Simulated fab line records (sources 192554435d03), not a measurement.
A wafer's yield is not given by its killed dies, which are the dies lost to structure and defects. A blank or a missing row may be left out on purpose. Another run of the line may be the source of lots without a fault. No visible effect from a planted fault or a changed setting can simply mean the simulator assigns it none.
Which tool is to blame?    flow n5 finfet    Sampling: 9 lots, 27 wafers, 6 of 1938 route steps

WHAT THE GAUGES SHOWED, per wafer
N5_BEOL_M1_OVL_MEAS_29. Usual: V0_OVL gives -0.4 nm (standard deviation 0.63).
lot   measured      on          V0_OVL (nm)     flag
L978  day 6 21:04   overlay-02  0.9 0.3 0.0     
L980  day 7 16:36   overlay-01  -0.9 -1.2 -0.5  
L982  day 7 22:56   overlay-02  0.0 -0.7 -0.6   
L983  day 8 01:49   overlay-02  -1.0 -1.4 -1.8  
L988  day 9 14:26   overlay-01  -0.5 -0.3 -1.4  
L994  day 10 20:05  overlay-02  0.8 0.0 1.1     
L995  day 11 01:02  overlay-01  -1.2 -1.0 -1.3  
L996  day 11 06:17  overlay-02  0.1 -1.2 -0.4   
L998  day 12 04:02  overlay-02  -1.4 -0.9 -0.4  

N5_BEOL_M1_OCD_MEAS_38. Usual: trench depth nm at 54.3 nm, with a standard deviation of 1.3.
lot   measured      on      trench depth nm (nm)  flag
L978  day 7 14:36   ocd-01  55.6 54.0 54.6        
L980  day 8 00:58   ocd-01  55.4 52.6 53.5        
L982  day 8 04:08   ocd-02  56.9 54.5 56.6        
L983  day 8 07:13   ocd-02  53.3 53.3 55.5        
L988  day 9 20:35   ocd-02  53.2 56.5 48.7        
L994  day 10 23:36  ocd-02  54.1 53.0 54.7        
L995  day 11 20:07  ocd-02  52.4 52.6 54.7        
L996  day 11 20:23  ocd-01  54.3 53.4 53.2        
L998  day 12 07:20  ocd-02  53.7 54.0 54.8        

N5_BEOL_M4_RC_MEAS_101. Usual: DIBL_N 36.3 mV/V, standard deviation 1.8; DIBL_P 36.5 mV/V, standard deviation 2.1; IOFF_N 0.16 nA/um, standard deviation 0.031; IOFF_P 0.22 nA/um, standard deviation 0.038; ION_N 677 uA/um, standard deviation 12; ION_P 466 uA/um, standard deviation 7.8; SS_N 71.5 mV/dec, standard deviation 0.61; SS_P 73.2 mV/dec, standard deviation 0.7; VT_N 249 mV, standard deviation 3; VT_P -248.9 mV, standard deviation 3.
lot   measured      on         DIBL_N (mV/V)   DIBL_P (mV/V)   IOFF_N (nA/um)  IOFF_P (nA/um)  ION_N (uA/um)  ION_P (uA/um)  SS_N (mV/dec)   SS_P (mV/dec)   VT_N (mV)    VT_P (mV)             flag
L978  day 9 09:10   prober-02  35.9 36.7 36.4  36.8 37.7 37.2  0.15 0.17 0.16  0.20 0.22 0.20  667 664 687    456 459 463    72.2 72.4 71.9  73.3 73.4 73.5  250 252 248  -249.2 -251.5 -251.7  
L980  day 10 15:43  prober-01  38.0 38.9 37.6  38.8 39.3 37.4  0.20 0.21 0.17  0.24 0.25 0.22  697 705 679    470 468 458    72.1 71.5 71.4  74.1 74.0 74.1  246 246 249  -249.7 -250.0 -252.2  
L982  day 10 01:01  prober-02  35.5 34.6 39.3  37.0 35.8 42.0  0.17 0.15 0.28  0.27 0.24 0.38  689 687 708    478 480 488    71.1 71.0 72.2  73.5 72.2 73.6  246 249 238  -243.1 -246.4 -240.6  
L983  day 10 10:07  prober-02  36.3 34.8 38.2  36.3 34.0 39.1  0.14 0.12 0.18  0.18 0.15 0.22  665 664 693    455 455 465    71.3 71.0 70.9  73.1 72.9 74.1  252 256 249  -255.5 -258.4 -252.0  
L988  day 11 23:54  prober-01  37.1 38.7 38.9  35.6 37.7 38.3  0.15 0.19 0.18  0.21 0.25 0.27  672 687 679    465 471 467    72.3 72.5 72.9  73.7 73.8 73.5  253 250 250  -248.6 -247.8 -247.4  
L994  day 12 20:28  prober-01  38.0 38.1 37.2  37.9 39.2 37.7  0.18 0.18 0.17  0.22 0.24 0.21  666 680 685    456 475 466    71.7 72.4 71.8  74.5 73.8 73.5  249 248 246  -250.5 -251.5 -250.0  
L995  day 13 12:35  prober-02  33.1 34.5 35.5  33.0 34.4 35.7  0.12 0.14 0.16  0.19 0.21 0.23  661 685 669    466 470 469    70.7 70.8 70.9  71.9 73.4 72.7  255 251 248  -247.7 -247.6 -248.0  
L996  day 13 19:41  prober-02  32.2 32.5 33.8  32.2 32.5 33.8  0.10 0.11 0.12  0.15 0.15 0.17  641 671 650    449 462 453    70.8 70.4 70.7  72.1 72.4 72.5  256 255 253  -254.0 -252.8 -252.0  
L998  day 14 01:23  prober-01  34.1 34.1 38.3  35.5 34.8 40.8  0.14 0.14 0.23  0.20 0.19 0.31  680 661 698    469 457 477    71.8 71.4 71.7  72.6 72.4 73.5  250 249 245  -250.0 -249.1 -246.5  

WHAT TOOL EACH LOT RAN ON (gives the tool, then ch and the chambers of the sampled wafers, and finally the start)
lot   N5_BEOL_M1_HM_OPEN_17              N5_BEOL_M1_STRIP_97                            N5_BEOL_M1_ALD_84
L978  rie metal-01 ch 0,1, day 6 20:32   rie diel-04 ch 0,1,2, day 7 14:36 or earlier   ald metal-04 ch 0,1,3, day 7 15:09
L980  rie metal-01 ch 0,1, day 7 15:56   rie diel-03 ch 0,1,2, day 8 00:58 or earlier   ald metal-04 ch 0,1,2, day 8 01:31
L982  rie metal-01 ch 0,1, day 7 22:25   rie diel-03 ch 0,2, day 8 04:08 or earlier     ald metal-04 ch 1,2, day 8 04:38
L983  rie metal-01 ch 0,1, day 8 01:16   rie diel-06 ch 1,2,3, day 8 07:13 or earlier   ald metal-03 ch 0,1, day 8 07:58
L988  rie metal-01 ch 0,1, day 9 13:55   rie diel-06 ch 1,2, day 9 20:35 or earlier     ald metal-04 ch 0,1,3, day 9 21:12
L994  rie metal-03 ch 0, day 10 19:32    rie diel-04 ch 0,1,3, day 10 23:36 or earlier  ald metal-03 ch 0,1,3, day 11 00:03
L995  rie metal-02 ch 0,1, day 11 00:22  rie diel-06 ch 0,1,3, day 11 20:07 or earlier  ald metal-03 ch 0,3, day 11 20:38
L996  rie metal-03 ch 0,1, day 11 05:36  rie diel-04 ch 0,1,3, day 11 20:23 or earlier  ald metal-02 ch 0,1, day 11 21:04
L998  rie metal-02 ch 0,1, day 12 03:10  rie diel-04 ch 0,1,3, day 12 07:20 or earlier  ald metal-02 ch 0,1,2, day 12 07:47
- N5_BEOL_M1_HM_OPEN_17: chemistry Cl2/BCl3, target TiN, target depth 20 nm, overetch 6 nm.
- N5_BEOL_M1_STRIP_97: strips in N2/H2, time 10 s.
- N5_BEOL_M1_ALD_84: deposits TaN, pulse time 2 s, purge time 3 s, co reactant purge time 2 s.

AS READ BY THE TOOLS THEMSELVES (means over the sampled wafers that have a number; for cases with no such wafer, the mark the record gives instead)
N5_BEOL_M1_HM_OPEN_17. Usual: drypump motor current A 5.6 A, standard deviation 0.35; oes_ar_750_au 0.80 a.u., standard deviation 0.1; oes product au 0.67 a.u., standard deviation 0.082; throttle valve pct 22.00 %, standard deviation 0.22.
lot   tool          drypump motor current A (A)  oes_ar_750_au (a.u.)  oes product au (a.u.)  throttle valve pct (%)  flag
L978  rie metal-01  5.9                          0.77                  0.66                   21.74                   
L980  rie metal-01  5.8                          0.73                  0.61                   21.89                   
L982  rie metal-01  5.9                          0.76                  0.64                   21.76                   
L983  rie metal-01  5.9                          0.73                  0.62                   21.88                   
L988  rie metal-01  5.9                          0.75                  0.63                   21.78                   
L994  rie metal-03  6.0                          0.70                  0.62                   22.15                   
L995  rie metal-02  5.3                          0.89                  0.75                   22.08                   
L996  rie metal-03  5.6                          0.75                  0.65                   22.18                   
L998  rie metal-02  5.3                          0.88                  0.74                   22.09                   

N5_BEOL_M1_STRIP_97. Usual: drypump motor current A 5.9 A, standard deviation 0.4; h2 flow sccm 199.9 sccm, standard deviation 0.59; oes product au 0.76 a.u., standard deviation 0.074; rf vpp V 59.3 V, standard deviation 0.84; showerhead plenum p Torr 2.57 Torr, standard deviation 0.072; throttle valve pct 23.7 %, standard deviation 0.32.
lot   tool         drypump motor current A (A)  h2 flow sccm (sccm)  oes product au (a.u.)  rf vpp V (V)  showerhead plenum p Torr (Torr)  throttle valve pct (%)  flag
L978  rie diel-04  6.3                          199.4                0.77                   59.2          2.62                             23.5                    
L980  rie diel-03  5.9                          199.5                0.74                   59.6          2.58                             23.7                    
L982  rie diel-03  5.8                          200.9                0.78                   59.1          2.52                             23.6                    
L983  rie diel-06  5.6                          200.1                0.76                   59.1          2.48                             23.8                    
L988  rie diel-06  5.4                          199.9                0.76                   59.0          2.51                             23.8                    
L994  rie diel-04  5.9                          200.0                0.76                   59.6          2.61                             23.5                    
L995  rie diel-06  5.6                          199.8                0.71                   59.4          2.48                             23.9                    
L996  rie diel-04  5.9                          199.5                0.75                   59.8          2.61                             23.6                    
L998  rie diel-04  5.9                          200.0                0.75                   59.9          2.61                             23.6                    

N5_BEOL_M1_ALD_84. Usual: heater power w 417 W, standard deviation 46; precursor vessel carrier sccm 1000 sccm, standard deviation 3.2.
lot   tool          heater power w (W)  precursor vessel carrier sccm (sccm)  flag
L978  ald metal-04  404                 1001                                  
L980  ald metal-04  383                 999                                   
L982  ald metal-04  385                 1002                                  
L983  ald metal-03  408                 1001                                  
L988  ald metal-04  403                 997                                   
L994  ald metal-03  426                 999                                   
L995  ald metal-03  438                 1001                                  
L996  ald metal-02  408                 1002                                  
L998  ald metal-02  423                 999                                   

THE ANSWER, worked out from the rows above alone
Rule: a lot is off if the mean of its wafers that have a number lies more than 3 standard deviations from the usual mean. A lot without any number at a reading at which 4 lots or more have one is off too. The other lots that the step has rows for count as sound. Order of review: gauges by route order, followed by the tools' own readings, for which a lot's mean as printed above is used. The first step at which some lot is off is used, and at that step the reading that is off furthest; a lot without a number counts as furthest.
No lot is off on any of the readings shown, so nothing can be concluded from this.

WHAT THE SIMULATOR HAD PUT IN
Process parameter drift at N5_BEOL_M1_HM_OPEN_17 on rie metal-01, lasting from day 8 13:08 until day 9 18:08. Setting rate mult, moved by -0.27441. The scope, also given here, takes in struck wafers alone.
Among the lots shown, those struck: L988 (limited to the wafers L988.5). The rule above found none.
